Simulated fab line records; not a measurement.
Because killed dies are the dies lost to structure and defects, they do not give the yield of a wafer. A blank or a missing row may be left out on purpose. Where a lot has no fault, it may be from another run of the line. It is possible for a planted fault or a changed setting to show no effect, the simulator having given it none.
fab line records | flow nand_harc
record: lots: 13 | wafers: 39 | last_day: 33
route steps=1302 shown P_CONTACT@217 END@1302
lots that met no fault: from a run of the same line without faults
start_h: hours from the record's first day to the start of the lot's first wafer shown | wait_h: how many hours have passed since the lot's step before this one | " identical to the entry in the row above | L1.1+2: one row covering several wafers at once | - value missing, or start not given | * or withheld: withheld | < > ~ a bound
route shown NAME@n: NAME is a module with steps in the file, n the number in the route of the first one | usual: mean and standard deviation over wafers with no fault | same: alike in all rows | chamber/n: place in a boat | sites: readings site by site | _std_site: the values' standard deviation | _edge_site: inner sites' mean taken away from outer sites' mean | radius_mm: how far each site lies from the wafer's centre | mask NAME#n: copy n | behind: the last tool/chamber to shape the wafer | hold: the reason the lot was held/the length of the hold in hours/how it ended | device: names the non-switching transistor (n, p or np) | end of line: the route-end tests of the same wafers | for a step that has no rows: nothing shown but its recipe | killed: at the first sort, the dies lost to defects and structure; wafer yield is something else | map: the dies of a wafer, with x for killed, . for not killed, _ for no die there
set.NAME: the run value of the setting; set.NAME@STEP: its run value at that earlier step | model.NAME: the simulator's own value behind a step, which no gauge read
steps of the route over a sample of lots; a table a step, a row a wafer
services: a tool's chamber out of use, with start hour (start_h, from the record's first day; less than 0 if before it), hours out, and reason
== steps ==
step: NHARC_P_CONTACT_DEP_30
recipe: target_thk_a: 300 | temp_c: 400 | target_thk_nm: 30 | flow_sccm: 200 | rf_w: 450 | material: SiNx
usual: heater_power_w: 738/72
lot.wafer | tool     | chamber | start_h | wait_h | heater_power_w
L463.2    | pecvd-04 | 2       | 119.82  | 0.1    | 688
L463.1    | "        | 0       | "       | "      | 896
L463.6    | "        | 0       | "       | "      | 868
L462.2    | pecvd-03 | 2       | 120.32  | 0.1    | 742
L462.1    | "        | 0       | "       | "      | 601
L462.5    | "        | 0       | "       | "      | 601
L464.1    | pecvd-04 | 2       | 135.90  | 0.1    | 687
L464.3    | "        | 0       | "       | "      | 850
L464.2    | "        | 1       | "       | "      | 725
L465.1    | pecvd-01 | 1       | 143.30  | 0.1    | 770
L465.2    | "        | 2       | "       | "      | 665
L465.6    | "        | 1       | "       | "      | 788
L468.1    | pecvd-01 | 0       | 170.31  | 0.1    | 576
L468.2    | "        | 1       | "       | "      | 855
L468.3    | "        | 2       | "       | "      | 698
L472.4    | pecvd-03 | 2       | 216.78  | 0.2    | 765
L472.5    | "        | 0       | "       | "      | 695
L472.6    | "        | 1       | "       | "      | 772
L475.1    | pecvd-03 | 0       | 244.82  | 0.1    | 729
L475.6    | "        | 2       | "       | "      | 802
L475.4    | "        | 0       | "       | "      | 765
L474.3    | pecvd-03 | 2       | 245.71  | 0.1    | 808
L474.4    | "        | 0       | "       | "      | 756
L474.5    | "        | 2       | "       | "      | 837
L481.1    | pecvd-03 | 2       | 302.14  | 0.1    | 719
L481.2    | "        | 1       | "       | "      | 820
L481.4    | "        | 1       | "       | "      | 816
L482.3    | pecvd-03 | 0       | 317.31  | 0.4    | 744
L482.6    | "        | 2       | "       | "      | 810
L482.4    | "        | 0       | "       | "      | 731
L483.1    | pecvd-03 | 2       | 321.24  | 0.1    | 781
L483.2    | "        | 1       | "       | "      | 679
L483.4    | "        | 2       | "       | "      | 827
L484.3    | pecvd-03 | 1       | 336.10  | 0.1    | 683
L484.2    | "        | 2       | "       | "      | 802
L484.6    | "        | 1       | "       | "      | 677
L485.2    | pecvd-03 | 2       | 343.54  | 0.1    | 782
L485.3    | "        | 0       | "       | "      | 734
L485.4    | "        | 0       | "       | "      | 742
step: NHARC_P_CONTACT_ETCH_18
recipe: target_depth_a: 4810 | time_s: 240.5 | c4f8_flow_sccm: 20 | o2_flow_sccm: 10 | ar_flow_sccm: withheld | rf_w: 600 | bias_w: 1500 | chemistry: C4F8/O2/Ar
usual: chamber_pressure_mTorr: 24.998/0.021 | oes_product_au: 0.964/0.018 | rf_vpp_V: 978/6.4 | run_length_s: 261.7/0.43
lot.wafer | tool        | chamber | start_h | wait_h | chamber_pressure_mTorr | oes_product_au | rf_hours_counter_h | rf_vpp_V | run_length_s
L463.1    | rie_diel-03 | 3       | 121.86  | -      | 25.035                 | 0.967          | 0.2                | 988      | 261.1
L463.2    | "           | 2       | "       | "      | 25.014                 | 0.969          | 0.4                | 979      | 262.0
L463.6    | "           | 3       | "       | "      | 25.009                 | 0.965          | -                  | 988      | 261.1
L462.1    | rie_diel-13 | 1       | 122.49  | -      | 25.004                 | 0.933          | 2.7                | 973      | 262.0
L462.2    | "           | 3       | "       | "      | 25.021                 | 0.923          | 2.5                | 968      | 261.1
L462.5    | "           | 3       | "       | "      | 24.995                 | 0.925          | -                  | 968      | 261.3
L464.2    | rie_diel-13 | 2       | 137.98  | -      | 24.977                 | 0.993          | 3.4                | 978      | 261.6
L464.3    | "           | 3       | "       | "      | 24.969                 | 0.956          | 3.3                | 970      | 261.2
L464.1    | "           | 1       | "       | "      | 24.958                 | 0.958          | 3.4                | 973      | 261.9
L465.1    | rie_diel-07 | 3       | 145.47  | -      | 25.039                 | 0.965          | 0.7                | 987      | 262.7
L465.2    | "           | 0       | "       | "      | 24.981                 | 0.975          | 0.7                | 969      | 262.2
L465.6    | "           | 0       | "       | "      | 24.982                 | 0.972          | -                  | 969      | 262.5
L468.3    | rie_diel-03 | 2       | 172.54  | -      | 24.984                 | 0.984          | 1.9                | 981      | 261.3
L468.1    | "           | 3       | "       | "      | 24.998                 | 0.952          | 1.7                | 988      | 261.3
L468.2    | "           | 0       | "       | "      | 25.012                 | 0.964          | 2.0                | 982      | 261.8
L472.4    | rie_diel-03 | 3       | 218.93  | -      | 24.982                 | 0.953          | 2.9                | 988      | 197.4
L472.6    | "           | 0       | "       | "      | 24.963                 | 0.964          | -                  | 981      | 261.5
L472.5    | "           | 1       | "       | "      | 24.986                 | 0.951          | -                  | 978      | 262.0
L475.4    | rie_diel-03 | 1       | 246.86  | -      | 25.005                 | 0.973          | 4.0                | 978      | 261.8
L475.1    | "           | 2       | "       | "      | 25.029                 | 0.963          | 3.9                | 978      | 261.3
L475.6    | "           | 3       | "       | "      | 24.995                 | 0.950          | -                  | 988      | 197.9
L474.4    | rie_diel-07 | 0       | 247.86  | -      | 25.000                 | 0.972          | 6.2                | 968      | 262.6
L474.3    | "           | 2       | "       | "      | 25.011                 | 0.993          | 2.6                | 987      | 261.8
L474.5    | "           | 0       | "       | "      | 25.000                 | 0.972          | -                  | 970      | 262.1
L481.4    | rie_diel-07 | 3       | 304.24  | -      | 25.012                 | 0.961          | 0.2                | 985      | 262.7
L481.2    | "           | 0       | "       | "      | 25.006                 | 0.983          | 0.2                | 970      | 262.1
L481.1    | "           | 2       | "       | "      | 24.992                 | 0.976          | 0.3                | 988      | 262.2
L482.4    | rie_diel-13 | 3       | 319.49  | -      | 25.010                 | 0.971          | 3.6                | 970      | 261.3
L482.3    | "           | 2       | "       | "      | 25.038                 | 0.965          | 3.5                | 981      | 261.6
L482.6    | "           | 0       | "       | "      | 24.995                 | 0.985          | -                  | 978      | 261.7
L483.4    | rie_diel-03 | 2       | 323.69  | -      | 24.989                 | 0.956          | 0.9                | 979      | 261.1
L483.1    | "           | 3       | "       | "      | 25.029                 | 0.951          | 0.9                | 988      | 261.9
L483.2    | "           | 1       | "       | "      | 25.014                 | 0.965          | 1.0                | 977      | 261.9
L484.2    | rie_diel-13 | 3       | 338.32  | -      | 25.031                 | 0.963          | 4.2                | 970      | 261.3
L484.3    | "           | 1       | "       | "      | 25.008                 | 0.949          | 4.6                | 973      | 262.0
L484.6    | "           | 3       | "       | "      | 25.022                 | 0.959          | -                  | 969      | 261.6
L485.2    | rie_diel-03 | 0       | 345.58  | -      | 24.991                 | 0.961          | 1.8                | 983      | 261.2
L485.4    | "           | 1       | "       | "      | 25.039                 | 0.964          | 1.8                | 978      | 261.7
L485.3    | "           | 3       | "       | "      | 25.040                 | 0.984          | 1.7                | 987      | 261.2
step: NHARC_P_CONTACT_DEGAS_38
recipe: temp_c: 300 | time_s: 60
usual: heater_power_w: 472/37
lot.wafer | tool           | chamber | start_h | wait_h | heater_power_w
L463.2    | pvd_sputter-03 | -       | 122.97  | -      | 527
L463.1    | "              | -       | "       | "      | 437
L463.6    | "              | -       | "       | "      | 446
L462.1    | pvd_sputter-02 | -       | 123.70  | -      | 432
L462.2    | "              | -       | "       | "      | 482
L462.5    | "              | -       | "       | "      | 454
L464.1    | pvd_sputter-02 | -       | 139.08  | -      | 451
L464.3    | "              | -       | "       | "      | 438
L464.2    | "              | -       | "       | "      | 479
L465.1    | pvd_sputter-01 | -       | 146.65  | -      | 475
L465.2    | "              | -       | "       | "      | 512
L465.6    | "              | -       | "       | "      | 522
L468.3    | pvd_sputter-01 | -       | 173.62  | -      | 477
L468.2    | "              | -       | "       | "      | 517
L468.1    | "              | -       | "       | "      | 482
L472.4    | pvd_sputter-03 | -       | 220.04  | -      | 403
L472.6    | "              | -       | "       | "      | 412
L472.5    | "              | -       | "       | "      | 519
L475.4    | pvd_sputter-02 | -       | 247.92  | -      | 448
L475.1    | "              | -       | "       | "      | 477
L475.6    | "              | -       | "       | "      | 438
L474.4    | pvd_sputter-03 | -       | 248.98  | -      | 411
L474.3    | "              | -       | "       | "      | 406
L474.5    | "              | -       | "       | "      | 406
L481.4    | pvd_sputter-01 | -       | 305.37  | -      | 517
L481.2    | "              | -       | "       | "      | 482
L481.1    | "              | -       | "       | "      | 534
L482.3    | pvd_sputter-02 | -       | 320.61  | -      | 478
L482.4    | "              | -       | "       | "      | 402
L482.6    | "              | -       | "       | "      | 469
L483.1    | pvd_sputter-01 | -       | 324.79  | -      | 527
L483.2    | "              | -       | "       | "      | 487
L483.4    | "              | -       | "       | "      | 528
L484.2    | pvd_sputter-02 | -       | 339.41  | -      | 487
L484.3    | "              | -       | "       | "      | 469
L484.6    | "              | -       | "       | "      | 478
L485.4    | pvd_sputter-01 | -       | 346.68  | -      | 540
L485.2    | "              | -       | "       | "      | 474
L485.3    | "              | -       | "       | "      | 511
step: NHARC_P_CONTACT_PVD_32
recipe: target_thk_a: 50 | chamber_pressure_pa: 5 | power_w: 5000 | substrate_temp_c: 200 | time_s: 17.7 | material: Ti
usual: throttle_valve_pct: 30.5/0.8
lot.wafer | tool           | chamber | start_h | wait_h | throttle_valve_pct
L463.2    | pvd_sputter-03 | -       | -       | -      | 31.0
L463.1    | "              | -       | "       | "      | 30.6
L463.6    | "              | -       | "       | "      | 29.3
L462.1    | pvd_sputter-02 | -       | -       | -      | 30.3
L462.2    | "              | -       | "       | "      | 30.9
L462.5    | "              | -       | "       | "      | 30.9
L464.1    | pvd_sputter-02 | -       | -       | -      | 30.5
L464.3    | "              | -       | "       | "      | 30.9
L464.2    | "              | -       | "       | "      | 29.8
L465.2    | pvd_sputter-01 | -       | -       | -      | 31.6
L465.1    | "              | -       | "       | "      | 29.4
L465.6    | "              | -       | "       | "      | 30.3
L468.2    | pvd_sputter-01 | -       | -       | -      | 30.3
L468.1    | "              | -       | "       | "      | 31.6
L468.3    | "              | -       | "       | "      | 29.4
L472.4    | pvd_sputter-03 | -       | -       | -      | 31.6
L472.5    | "              | -       | "       | "      | 29.7
L472.6    | "              | -       | "       | "      | 29.5
L475.1    | pvd_sputter-02 | -       | -       | -      | 31.0
L475.4    | "              | -       | "       | "      | 30.2
L475.6    | "              | -       | "       | "      | 30.8
L474.4    | pvd_sputter-03 | -       | -       | -      | 29.6
L474.3    | "              | -       | "       | "      | 30.7
L474.5    | "              | -       | "       | "      | 29.6
L481.2    | pvd_sputter-01 | -       | -       | -      | 29.6
L481.1    | "              | -       | "       | "      | 30.8
L481.4    | "              | -       | "       | "      | 30.2
L482.4    | pvd_sputter-02 | -       | -       | -      | 32.1
L482.3    | "              | -       | "       | "      | 31.3
L482.6    | "              | -       | "       | "      | 30.4
L483.1    | pvd_sputter-01 | -       | -       | -      | 30.1
L483.4    | "              | -       | "       | "      | 31.6
L483.2    | "              | -       | "       | "      | 30.5
L484.2    | pvd_sputter-02 | -       | -       | -      | 32.1
L484.3    | "              | -       | "       | "      | 30.4
L484.6    | "              | -       | "       | "      | 31.2
L485.2    | pvd_sputter-01 | -       | -       | -      | 30.8
L485.3    | "              | -       | "       | "      | 30.0
L485.4    | "              | -       | "       | "      | 31.7
step: NHARC_END_SORT_01
recipe: temp_c: 25
usual: killed_at_array: 61/26 | killed_at_other: 0.8/1.1 | killed_at_periphery: 4.0/2.6 | killed_dies: 66/26 | killed_open: 3.1/1.7 | killed_short: 2.5/1.5
same: gross_dies: 677
lot.wafer | tool      | chamber | start_h | wait_h | killed_at_array | killed_at_other | killed_at_periphery | killed_dies | killed_open | killed_short
L472.4    | prober-01 | 0       | 667.89  | 3.4    | 48              | 1               | 628                 | 677         | 5           | 2
L472.5    | prober-01 | 0       | 668.69  | 3.7    | 50              | 0               | 2                   | 52          | 0           | 2
L472.6    | prober-01 | 0       | 669.50  | 4.0    | 54              | 0               | 3                   | 57          | 3           | 3
L475.1    | prober-01 | 0       | 689.93  | 2.4    | 39              | 0               | 5                   | 44          | 3           | 4
L475.4    | prober-01 | 0       | 692.35  | 3.4    | 38              | 2               | 3                   | 43          | 4           | 4
L475.6    | prober-01 | 0       | 693.97  | 4.0    | 41              | 0               | 636                 | 677         | 5           | 1
killed by level:class
L472.4 P_CONTACT:area_etch=624 A_SLIT:chamber_film_flake=37 A_CONTACT:chamber_film_flake=4 P_GATE:chamber_film_flake=2 P_CONTACT:geometric_particle:open=1 P_M1:geometric_particle:open=1 A_DECK1_JOINT:geometric_particle:short=1 A_CONTACT:geometric_particle:open=1
L472.5 A_SLIT:chamber_film_flake=39 A_CONTACT:chamber_film_flake=3 P_STI:chamber_film_flake=2 A_CHANNEL_HOLE_D1:chamber_film_flake=2 A_CHANNEL_HOLE_D2:chamber_film_flake=2 A_CHANNEL_FILL_D1:geometric_particle:short=1 A_DECK1_JOINT:geometric_particle:short=1 A_STAIRCASE:chamber_film_flake=1
L472.6 A_SLIT:chamber_film_flake=40 A_CHANNEL_FILL_D2:geometric_particle:open=2 A_CHANNEL_HOLE_D1:chamber_film_flake=2 A_CONTACT:chamber_film_flake=2 A_CHANNEL_FILL_D1:geometric_particle:short=1 A_DECK1_JOINT:geometric_particle:short=1 A_WL_FILL:geometric_particle:short=1 A_M0:geometric_particle:open=1
L475.1 A_CHANNEL_HOLE_D1:chamber_film_flake=30 A_ONON_D1:geometric_particle:short=2 P_CONTACT:geometric_particle:short=1 P_CONTACT:geometric_particle:open=1 A_CHANNEL_FILL_D1:geometric_particle:open=1 A_ONON_D2:geometric_particle:short=1 A_M1:geometric_particle:open=1 P_ZERO_WELL:chamber_film_flake=1
L475.4 A_CHANNEL_HOLE_D1:chamber_film_flake=24 A_STAIRCASE:chamber_film_flake=3 A_CONTACT:chamber_film_flake=2 THIN_TSV:chamber_film_flake=2 P_M0:geometric_particle:short=1 P_M1:geometric_particle:short=1 A_CHANNEL_FILL_D1:geometric_particle:open=1 A_CHANNEL_FILL_D1:geometric_particle:short=1
L475.6 P_CONTACT:area_etch=634 A_CHANNEL_HOLE_D1:chamber_film_flake=24 A_CONTACT:chamber_film_flake=4 A_CHANNEL_FILL_D1:geometric_particle:open=2 A_CHANNEL_HOLE_D2:chamber_film_flake=2 A_STAIRCASE:chamber_film_flake=2 A_SLIT:chamber_film_flake=2 P_M0:geometric_particle:open=1
== services ==
tool           | chamber | start_h | hours | kind
pvd_sputter-02 | -       | 104.01  | 10.0  | pm
rie_diel-03    | -       | 104.30  | 9.0   | pm
rie_diel-13    | 0       | 107.73  | 15.5  | repair
pecvd-03       | -       | 123.93  | 1.8   | repair
rie_diel-03    | 3       | 129.58  | 4.5   | repair
pvd_sputter-01 | -       | 158.12  | 1.4   | repair
rie_diel-13    | 2       | 164.65  | 5.0   | repair
rie_diel-13    | -       | 165.00  | 9.0   | pm
pvd_sputter-02 | -       | 169.53  | 5.6   | repair
pvd_sputter-03 | -       | 170.00  | 10.0  | pm
rie_diel-13    | 2       | 179.09  | 7.3   | repair
rie_diel-03    | 2       | 184.09  | 4.3   | repair
pecvd-03       | -       | 185.30  | 13.0  | pm
rie_diel-03    | 0       | 223.08  | 5.4   | repair
pvd_sputter-01 | -       | 226.03  | 10.0  | pm
pvd_sputter-02 | -       | 238.18  | 2.4   | repair
pecvd-03       | -       | 258.01  | 0.9   | repair
rie_diel-03    | 2       | 258.87  | 4.8   | repair
rie_diel-03    | -       | 281.30  | 9.0   | pm
pvd_sputter-02 | -       | 282.01  | 10.0  | pm
pvd_sputter-03 | -       | 288.72  | 68.7  | repair
rie_diel-03    | -       | 294.67  | 1.5   | repair
pecvd-03       | 0       | 320.85  | 1.7   | repair
rie_diel-03    | 2       | 332.04  | 8.3   | repair
== key ==
first_sign: step: NHARC_P_CONTACT_ETCH_18 | reading: run_length_s | direction: down | sigmas: 99+ | usual: * | struck: *
effect: step: NHARC_END_SORT_01 | reading: killed_at_periphery | direction: up | sigmas: 99+ | usual: 4.0 | struck: 632
more_kills_born_at: NHARC_P_CONTACT_ETCH_18@rie_diel-03: 1258
met_at NHARC_P_CONTACT_ETCH_18
struck_lots L472,L475
struck_wafers L472.4,L475.6
later_rows_left_out L472.4,L475.6
tester_left_out L472,L475
not_acting_at NHARC_P_CONTACT_DEP_30,NHARC_P_CONTACT_DEGAS_38,NHARC_P_CONTACT_PVD_32
onset_between 172.54 218.93
fault: kind: process_parameter_drift | tool: rie_diel-03 | chamber: 3 | onset_h: 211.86 | steps: NHARC_P_CONTACT_ETCH_18 | channel: time_s | offset: * | shape: step | end_h: 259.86 | acts_in: * | stated: *
tester_left_out: of these lots the tester's yield and bins aren't shown, on N5 and GAA mostly nor the transistor test; their killed dies are dies lost to structure and defects alone, not to doping, threshold or leakage, so they don't give the yield
later_rows_left_out: the simulator's readings of these wafers behind a module that went badly wrong aren't trusted and aren't shown, but for the sort
